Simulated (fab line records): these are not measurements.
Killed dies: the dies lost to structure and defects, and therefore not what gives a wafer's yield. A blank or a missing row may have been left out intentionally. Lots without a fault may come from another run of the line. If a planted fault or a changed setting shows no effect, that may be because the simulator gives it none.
Matching of chambers -- flow nandHarc -- NHARC_A_CHANNEL_HOLE_D1_DESCUM_15 on rieDiel-03: 4 sister chambers
The step chemistry O2, time 3 s. 4 wafers are shown with their chamber, then 10 later ones without.

WAFERS WITH THEIR CHAMBER
wafer,chamber,showerheadPlenumPTorr (Torr)
L287.3,1,1.84
L287.5,3,1.88
L296.3,0,2.03
L296.5,2,2.00

WAFERS MISSING THEIR CHAMBER
wafer,showerheadPlenumPTorr (Torr)
L296.6,1.88
L298.2,2.03
L298.3,1.88
L298.4,2.00
L303.1,1.88
L303.3,2.00
L303.6,2.00
L304.1,2.03
L304.2,2.00
L304.5,1.99

WHICH CHAMBER EACH ONE RAN IN
wafer,from the rows above,in truth
L296.6,3,3
L298.2,0,0
L298.3,3,3
L298.4,2,2
L303.1,3,3
L303.3,2,2
L303.6,2,2
L304.1,0,0
L304.2,2,2
L304.5,2,2
Correct placement for 10 of the 10. Not placeable from these rows: 0. Number placed wrongly: 0.
How it was worked out, from the rows above alone: a wafer's distance from a chamber is the root of the sum, over the readings, of the square of ((its reading less the chamber's mean) divided by the reading's scatter). If the next closest chamber is less than 2 further off than the closest, the wafer can't be placed; otherwise it belongs to the closest. The mean given for a chamber averages the wafers shown for that chamber. The scatter: with one shown wafer a chamber, the root of the mean of the squares of how far each hidden wafer lies from its nearest shown one.
